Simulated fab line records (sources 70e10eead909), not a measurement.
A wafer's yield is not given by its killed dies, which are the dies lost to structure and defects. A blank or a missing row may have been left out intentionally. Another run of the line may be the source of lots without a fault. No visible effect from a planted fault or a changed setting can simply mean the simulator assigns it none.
fab line records :: flow nand_harc
record
  lots=6
  wafers=18
  last_day=33
route steps=1302 shown A_M0@1166 A_M1@1169
lots that met no fault: from a run of the same line without faults
start_h: start of the lot's first displayed wafer, in hours after the record's first day :: wait_h: how many hours have passed since the lot's step before this one :: " the same as in the row above :: L1.1+2: a row that stands for several wafers :: - value missing, or start not given :: * or withheld: withheld :: < > ~ a bound
route shown NAME@n: a module of which the file shows steps, and the number in the route of the first :: usual: mean and standard deviation over wafers with no fault :: same: alike in all rows :: chamber/n: place in a boat :: sites: each site's reading :: _std_site: how widely they spread, as a standard deviation :: _edge_site: mean of outer sites minus mean of inner sites :: radius_mm: how far each site lies from the wafer's centre :: mask NAME#n: copy n :: behind: the most recent tool/chamber to have shaped the wafer :: hold: why the lot was held/for how many hours/how that ended :: device: whichever transistor did not switch (one of n, p or np) :: end of line: the same wafers' tests at the end of the route :: a step without rows: its recipe alone :: killed: count of dies lost to structure and defects at first sort (not the wafer's yield) :: map: a wafer's dies, marking killed ones x, the rest . and places with no die _
set.NAME: the setting the step ran with; set.NAME@STEP: the setting that earlier step ran with :: model.NAME: the simulator's own value behind a step, which no gauge read
certain route steps with their lots: each step a table, each wafer a row
services: when a tool's chamber went out of use (start_h, in hours from the record's first day, below 0 if earlier), for how many hours, and the reason
## steps
# step NHARC_A_M0_INSPECT_27
# usual
  raw_defect_count=517/110
lot.wafer: L442.1
tool: defect_inspect-01
chamber: -
start_h: 540.56
wait_h: 0.0
raw_defect_count: 430

lot.wafer: L442.5
tool: defect_inspect-01
chamber: -
start_h: 540.56
wait_h: 0.0
raw_defect_count: 474

lot.wafer: L442.6
tool: defect_inspect-01
chamber: -
start_h: 540.56
wait_h: 0.0
raw_defect_count: 481

lot.wafer: L456.2
tool: defect_inspect-02
chamber: -
start_h: 671.46
wait_h: 0.0
raw_defect_count: 493

lot.wafer: L456.5
tool: defect_inspect-02
chamber: -
start_h: 671.46
wait_h: 0.0
raw_defect_count: 544

lot.wafer: L456.6
tool: defect_inspect-02
chamber: -
start_h: 671.46
wait_h: 0.0
raw_defect_count: 495

lot.wafer: L455.1
tool: defect_inspect-02
chamber: -
start_h: 674.11
wait_h: 0.0
raw_defect_count: 428

lot.wafer: L455.2
tool: defect_inspect-02
chamber: -
start_h: 674.11
wait_h: 0.0
raw_defect_count: 507

lot.wafer: L455.5
tool: defect_inspect-02
chamber: -
start_h: 674.11
wait_h: 0.0
raw_defect_count: 461

lot.wafer: L458.2
tool: defect_inspect-02
chamber: -
start_h: 706.47
wait_h: 0.0
raw_defect_count: 448

lot.wafer: L458.5
tool: defect_inspect-02
chamber: -
start_h: 706.47
wait_h: 0.0
raw_defect_count: 479

lot.wafer: L458.6
tool: defect_inspect-02
chamber: -
start_h: 706.47
wait_h: 0.0
raw_defect_count: 456

lot.wafer: L463.2
tool: defect_inspect-01
chamber: -
start_h: 735.99
wait_h: 0.0
raw_defect_count: 723

lot.wafer: L463.3
tool: defect_inspect-01
chamber: -
start_h: 735.99
wait_h: 0.0
raw_defect_count: 506

lot.wafer: L463.4
tool: defect_inspect-01
chamber: -
start_h: 735.99
wait_h: 0.0
raw_defect_count: 590

lot.wafer: L464.3
tool: defect_inspect-01
chamber: -
start_h: 750.87
wait_h: 0.0
raw_defect_count: 582

lot.wafer: L464.4
tool: defect_inspect-01
chamber: -
start_h: 750.87
wait_h: 0.0
raw_defect_count: 595

lot.wafer: L464.5
tool: defect_inspect-01
chamber: -
start_h: 750.87
wait_h: 0.0
raw_defect_count: 469
# step NHARC_A_M0_PRE_CLEAN_31
# recipe
  time_s=12
  temp_c=370
  rf_power_w=300
  gas=NH3
# usual
  heater_power_w=648/110
lot.wafer: L442.1
tool: pecvd-02
chamber: 0
start_h: 540.65
wait_h: 0.1
heater_power_w: 841

lot.wafer: L442.6
tool: pecvd-02
chamber: 1
start_h: 540.65
wait_h: 0.1
heater_power_w: 526

lot.wafer: L442.5
tool: pecvd-02
chamber: 0
start_h: 540.65
wait_h: 0.1
heater_power_w: 821

lot.wafer: L456.2
tool: pecvd-01
chamber: 1
start_h: 671.53
wait_h: 0.1
heater_power_w: 790

lot.wafer: L456.5
tool: pecvd-01
chamber: 2
start_h: 671.53
wait_h: 0.1
heater_power_w: 804

lot.wafer: L456.6
tool: pecvd-01
chamber: 0
start_h: 671.53
wait_h: 0.1
heater_power_w: 580

lot.wafer: L455.1
tool: pecvd-03
chamber: 1
start_h: 674.17
wait_h: 0.1
heater_power_w: 687

lot.wafer: L455.2
tool: pecvd-03
chamber: 0
start_h: 674.17
wait_h: 0.1
heater_power_w: 507

lot.wafer: L455.5
tool: pecvd-03
chamber: 2
start_h: 674.17
wait_h: 0.1
heater_power_w: 625

lot.wafer: L458.2
tool: pecvd-01
chamber: 0
start_h: 706.53
wait_h: 0.1
heater_power_w: 667

lot.wafer: L458.5
tool: pecvd-01
chamber: 0
start_h: 706.53
wait_h: 0.1
heater_power_w: 652

lot.wafer: L458.6
tool: pecvd-01
chamber: 1
start_h: 706.53
wait_h: 0.1
heater_power_w: 704

lot.wafer: L463.3
tool: pecvd-01
chamber: 2
start_h: 736.06
wait_h: 0.1
heater_power_w: 811

lot.wafer: L463.2
tool: pecvd-01
chamber: 0
start_h: 736.06
wait_h: 0.1
heater_power_w: 619

lot.wafer: L463.4
tool: pecvd-01
chamber: 0
start_h: 736.06
wait_h: 0.1
heater_power_w: 628

lot.wafer: L464.3
tool: pecvd-02
chamber: 2
start_h: 750.94
wait_h: 0.1
heater_power_w: 675

lot.wafer: L464.4
tool: pecvd-02
chamber: 2
start_h: 750.94
wait_h: 0.1
heater_power_w: 688

lot.wafer: L464.5
tool: pecvd-02
chamber: 0
start_h: 750.94
wait_h: 0.1
heater_power_w: 788
# step NHARC_A_M0_DEP_32
# recipe
  target_thk_a=300
  temp_c=370
  target_thk_nm=30
  pressure_torr=3
  flow_sccm=200
  rf_w=450
  material=SiCN
# usual
  heater_power_w=593/110
lot.wafer: L442.1
tool: pecvd-02
chamber: 0
start_h: 540.79
wait_h: 0.1
heater_power_w: 790

lot.wafer: L442.6
tool: pecvd-02
chamber: 1
start_h: 540.79
wait_h: 0.1
heater_power_w: 421

lot.wafer: L442.5
tool: pecvd-02
chamber: 0
start_h: 540.79
wait_h: 0.1
heater_power_w: 794

lot.wafer: L456.2
tool: pecvd-01
chamber: 1
start_h: 671.61
wait_h: 0.1
heater_power_w: 722

lot.wafer: L456.5
tool: pecvd-01
chamber: 2
start_h: 671.61
wait_h: 0.1
heater_power_w: 696

lot.wafer: L456.6
tool: pecvd-01
chamber: 0
start_h: 671.61
wait_h: 0.1
heater_power_w: 469

lot.wafer: L455.1
tool: pecvd-03
chamber: 1
start_h: 674.25
wait_h: 0.1
heater_power_w: 688

lot.wafer: L455.2
tool: pecvd-03
chamber: 0
start_h: 674.25
wait_h: 0.1
heater_power_w: 464

lot.wafer: L455.5
tool: pecvd-03
chamber: 2
start_h: 674.25
wait_h: 0.1
heater_power_w: 556

lot.wafer: L458.2
tool: pecvd-01
chamber: 0
start_h: 706.61
wait_h: 0.1
heater_power_w: 519

lot.wafer: L458.5
tool: pecvd-01
chamber: 0
start_h: 706.61
wait_h: 0.1
heater_power_w: 539

lot.wafer: L458.6
tool: pecvd-01
chamber: 1
start_h: 706.61
wait_h: 0.1
heater_power_w: 647

lot.wafer: L463.3
tool: pecvd-01
chamber: 2
start_h: 736.14
wait_h: 0.1
heater_power_w: 717

lot.wafer: L463.2
tool: pecvd-01
chamber: 0
start_h: 736.14
wait_h: 0.1
heater_power_w: 481

lot.wafer: L463.4
tool: pecvd-01
chamber: 0
start_h: 736.14
wait_h: 0.1
heater_power_w: 482

lot.wafer: L464.3
tool: pecvd-02
chamber: 2
start_h: 751.02
wait_h: 0.1
heater_power_w: 633

lot.wafer: L464.4
tool: pecvd-02
chamber: 2
start_h: 751.02
wait_h: 0.1
heater_power_w: 670

lot.wafer: L464.5
tool: pecvd-02
chamber: 0
start_h: 751.02
wait_h: 0.1
heater_power_w: 701
# step NHARC_A_M1_DEP_00
# recipe
  target_thk_a=1825
  target_thk_nm=182.5
  temp_c=withheld
  pressure_torr=5
  flow_sccm=200
  rf_w=600
  material=SiOC
# step NHARC_A_M1_DEHYDRATE_01
# recipe
  temp_c=150
  time_s=120
# step NHARC_A_M1_HMDS_02
# recipe
  time_s=30
# step NHARC_A_M1_COAT_34
# recipe
  temp_c=200
  time_s=65
# step NHARC_A_M1_COAT_03
# recipe
  spin_rpm=1500
  resist_thk_nm=90
# step NHARC_A_M1_SOFTBAKE_04
# recipe
  temp_c=105
  time_s=55
# step NHARC_A_M1_EBR_05
# step NHARC_A_M1_EXPOSE_06
# recipe
  na=1.35
  target_cd_nm=120
  dose_mj=75.13
  mask_id=A_M1
# step NHARC_A_M1_PEB_07
# recipe
  peb_temp_c=100
  peb_time_s=65
# step NHARC_A_M1_DEVELOP_08
# recipe
  develop_time_s=35
  dev_temp_c=23
# usual
  chill_plate_temp_C=23.01/0.1
  develop_time_s=35/0
lot.wafer: L442.1
tool: litho_track-06
chamber: 0
start_h: 541
wait_h: -
chill_plate_temp_C: 23.04
develop_time_s: 35

lot.wafer: L442.5
tool: litho_track-06
chamber: 0
start_h: 541
wait_h: -
chill_plate_temp_C: 23.00
develop_time_s: 35

lot.wafer: L442.6
tool: litho_track-06
chamber: 0
start_h: 541
wait_h: -
chill_plate_temp_C: 23.05
develop_time_s: 35

lot.wafer: L456.2
tool: litho_track-06
chamber: -
start_h: 672
wait_h: -
chill_plate_temp_C: -
develop_time_s: -

lot.wafer: L456.5
tool: litho_track-06
chamber: -
start_h: 672
wait_h: -
chill_plate_temp_C: -
develop_time_s: -

lot.wafer: L456.6
tool: litho_track-06
chamber: -
start_h: 672
wait_h: -
chill_plate_temp_C: -
develop_time_s: -

lot.wafer: L455.1
tool: litho_track-01
chamber: -
start_h: 675
wait_h: -
chill_plate_temp_C: -
develop_time_s: -

lot.wafer: L455.2
tool: litho_track-01
chamber: -
start_h: 675
wait_h: -
chill_plate_temp_C: -
develop_time_s: -

lot.wafer: L455.5
tool: litho_track-01
chamber: -
start_h: 675
wait_h: -
chill_plate_temp_C: -
develop_time_s: -

lot.wafer: L458.2
tool: litho_track-04
chamber: 0
start_h: 707
wait_h: -
chill_plate_temp_C: 22.95
develop_time_s: 35

lot.wafer: L458.5
tool: litho_track-04
chamber: 0
start_h: 707
wait_h: -
chill_plate_temp_C: 22.85
develop_time_s: 35

lot.wafer: L458.6
tool: litho_track-04
chamber: 0
start_h: 707
wait_h: -
chill_plate_temp_C: 22.98
develop_time_s: 35

lot.wafer: L463.2
tool: litho_track-04
chamber: 0
start_h: 737
wait_h: -
chill_plate_temp_C: 23.06
develop_time_s: 35

lot.wafer: L463.3
tool: litho_track-04
chamber: 0
start_h: 737
wait_h: -
chill_plate_temp_C: 23.04
develop_time_s: 35

lot.wafer: L463.4
tool: litho_track-04
chamber: 0
start_h: 737
wait_h: -
chill_plate_temp_C: 23.08
develop_time_s: 35

lot.wafer: L464.3
tool: litho_track-06
chamber: 0
start_h: 752
wait_h: -
chill_plate_temp_C: 23.10
develop_time_s: 35

lot.wafer: L464.4
tool: litho_track-06
chamber: 0
start_h: 752
wait_h: -
chill_plate_temp_C: 23.06
develop_time_s: 35

lot.wafer: L464.5
tool: litho_track-06
chamber: 0
start_h: 752
wait_h: -
chill_plate_temp_C: 22.86
develop_time_s: 35
# step NHARC_A_M1_CD_MEAS_09
# recipe
  target_cd_nm=120
  landing_energy_ev=500
# usual
  cd_nm=120.1/0.4
# same
  landing_energy_ev=500
lot.wafer: L442.1
tool: cd_sem-03
chamber: 0
start_h: 541.93
wait_h: -
cd_nm: 120.5

lot.wafer: L442.5
tool: cd_sem-03
chamber: 0
start_h: 541.93
wait_h: -
cd_nm: 120.8

lot.wafer: L442.6
tool: cd_sem-03
chamber: 0
start_h: 541.93
wait_h: -
cd_nm: 121.0

lot.wafer: L456.2
tool: cd_sem-01
chamber: 0
start_h: 672.74
wait_h: -
cd_nm: -

lot.wafer: L456.5
tool: cd_sem-01
chamber: 0
start_h: 672.74
wait_h: -
cd_nm: -

lot.wafer: L456.6
tool: cd_sem-01
chamber: 0
start_h: 672.74
wait_h: -
cd_nm: -

lot.wafer: L455.1
tool: cd_sem-02
chamber: 0
start_h: 675.47
wait_h: -
cd_nm: -

lot.wafer: L455.2
tool: cd_sem-02
chamber: 0
start_h: 675.47
wait_h: -
cd_nm: -

lot.wafer: L455.5
tool: cd_sem-02
chamber: 0
start_h: 675.47
wait_h: -
cd_nm: -

lot.wafer: L458.2
tool: cd_sem-02
chamber: 0
start_h: 707.87
wait_h: -
cd_nm: 119.6

lot.wafer: L458.5
tool: cd_sem-02
chamber: 0
start_h: 707.87
wait_h: -
cd_nm: 120.3

lot.wafer: L458.6
tool: cd_sem-02
chamber: 0
start_h: 707.87
wait_h: -
cd_nm: 119.2

lot.wafer: L463.2
tool: cd_sem-03
chamber: 0
start_h: 737.25
wait_h: -
cd_nm: 120.2

lot.wafer: L463.3
tool: cd_sem-03
chamber: 0
start_h: 737.25
wait_h: -
cd_nm: 120.5

lot.wafer: L463.4
tool: cd_sem-03
chamber: 0
start_h: 737.25
wait_h: -
cd_nm: 120.0

lot.wafer: L464.3
tool: cd_sem-02
chamber: 0
start_h: 752.27
wait_h: -
cd_nm: 120.2

lot.wafer: L464.4
tool: cd_sem-02
chamber: 0
start_h: 752.27
wait_h: -
cd_nm: 120.1

lot.wafer: L464.5
tool: cd_sem-02
chamber: 0
start_h: 752.27
wait_h: -
cd_nm: 119.8
## services
tool: pecvd-01
chamber: -
start_h: 520.98
hours: 1.6
kind: repair

tool: litho_track-06
chamber: -
start_h: 529.00
hours: 7.0
kind: pm

tool: pecvd-03
chamber: -
start_h: 547.06
hours: 13.0
kind: pm

tool: litho_track-04
chamber: -
start_h: 553.00
hours: 7.0
kind: pm

tool: pecvd-02
chamber: 1
start_h: 572.01
hours: 5.2
kind: repair

tool: pecvd-01
chamber: -
start_h: 572.27
hours: 0.9
kind: repair

tool: pecvd-02
chamber: -
start_h: 589.35
hours: 13.0
kind: pm

tool: pecvd-02
chamber: 0
start_h: 589.35
hours: 13.0
kind: vent_cycle

tool: pecvd-02
chamber: 1
start_h: 589.35
hours: 13.0
kind: vent_cycle

tool: pecvd-02
chamber: 2
start_h: 589.35
hours: 13.0
kind: vent_cycle

tool: pecvd-03
chamber: 0
start_h: 592.26
hours: 2.5
kind: repair

tool: pecvd-02
chamber: 0
start_h: 602.35
hours: -
kind: clean

tool: pecvd-01
chamber: -
start_h: 673.61
hours: 13.0
kind: pm

tool: pecvd-01
chamber: 0
start_h: 673.61
hours: 13.0
kind: vent_cycle

tool: pecvd-01
chamber: 1
start_h: 673.61
hours: 13.0
kind: vent_cycle

tool: pecvd-01
chamber: 2
start_h: 673.61
hours: 13.0
kind: vent_cycle

tool: litho_track-01
chamber: -
start_h: 680.00
hours: 7.0
kind: pm

tool: pecvd-01
chamber: 0
start_h: 686.61
hours: -
kind: clean

tool: pecvd-01
chamber: 1
start_h: 686.61
hours: -
kind: clean

tool: pecvd-01
chamber: 2
start_h: 686.61
hours: -
kind: clean

tool: pecvd-03
chamber: -
start_h: 702.09
hours: 2.8
kind: repair

tool: litho_track-06
chamber: -
start_h: 704.00
hours: 7.0
kind: pm

tool: litho_track-04
chamber: -
start_h: 728.00
hours: 7.0
kind: pm

tool: pecvd-03
chamber: -
start_h: 728.06
hours: 13.0
kind: pm
## key
first_sign
  step=NHARC_A_M1_DEVELOP_08
  reading=tool_record
  direction=missing
effect none on later readings
met_at NHARC_A_M1_DEVELOP_08
struck_wafers L455.1,L455.2,L455.5,L456.2,L456.5,L456.6
later_rows_left_out L455.1,L455.2,L455.5,L456.2,L456.5,L456.6
sort_left_out L455.1,L455.2,L455.5,L456.2,L456.5,L456.6
onset_between 541 672
fault
  kind=skipped_step_whole
  tool=litho_track-01,litho_track-06
  chamber=-
  onset_h=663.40
  steps=NHARC_A_M1_DEVELOP_08
  scope=struck_lots_only
# sort_left_out: the simulated sort isn't trusted on such a fault, so these wafers' sort isn't shown, and their yield isn't known
# later_rows_left_out: the simulator's readings of these wafers behind a module that went badly wrong aren't trusted and aren't shown, but for the sort
